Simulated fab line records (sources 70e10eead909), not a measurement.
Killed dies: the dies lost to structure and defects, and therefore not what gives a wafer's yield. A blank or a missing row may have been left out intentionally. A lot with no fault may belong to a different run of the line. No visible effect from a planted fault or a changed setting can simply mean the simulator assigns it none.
Chamber matching | flow nand harc | 4 sister chambers for NHARC_P_GATE_STRIP_101 on rie diel-07
The step strips in O2, time 20 s. 8 wafers are shown with their chamber, then 9 later ones without.

## EACH WAFER AND ITS CHAMBER
wafer  | chamber | showerhead plenum p Torr (Torr) | oes product au (a.u.)
L079.1 | 3       | 3.59                            | 1.016
L084.4 | 0       | 3.28                            | 0.994
L084.6 | 1       | 3.62                            | 0.993
L088.3 | 3       | 3.58                            | 1.008
L088.6 | 0       | 3.27                            | 1.010
L086.1 | 2       | 3.50                            | 1.015
L086.2 | 1       | 3.61                            | 0.989
L086.5 | 2       | 3.50                            | 1.015

## WAFERS WITH NO CHAMBER GIVEN
wafer  | showerhead plenum p Torr (Torr) | oes product au (a.u.)
L087.1 | 3.50                            | 1.015
L087.4 | 3.27                            | 1.014
L087.6 | 3.58                            | 1.009
L093.2 | 3.61                            | 0.997
L093.3 | 3.27                            | 1.021
L093.4 | 3.50                            | 1.020
L094.1 | 3.26                            | 1.012
L094.2 | 3.57                            | 1.019
L094.5 | 3.61                            | 1.005

## THE CHAMBER EACH PASSED THROUGH
wafer  | from the rows above     | in truth
L087.1 | 2                       | 2
L087.4 | 0                       | 0
L087.6 | 3                       | 3
L093.2 | 1                       | 1
L093.3 | 0                       | 0
L093.4 | 2                       | 2
L094.1 | 0                       | 0
L094.2 | 3                       | 3
L094.5 | can't be placed: 1 or 3 | 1
Correct placement for 8 of the 9. Unplaceable from these rows: 1, with the true chamber sitting among the candidates in 1. 0 placed wrongly.
How it was worked out, from the rows above alone: a wafer's distance from a chamber is the root of the sum, over the readings, of the square of ((its reading less the chamber's mean) divided by the reading's scatter). The wafer belongs to the nearest chamber; if the next one is less than 2 further off, it can't be placed. The mean given for a chamber averages the wafers shown for that chamber. The scatter: the root of (the sum of the squares of (reading less its chamber's mean) over the shown wafers, divided by (wafers less chambers)).
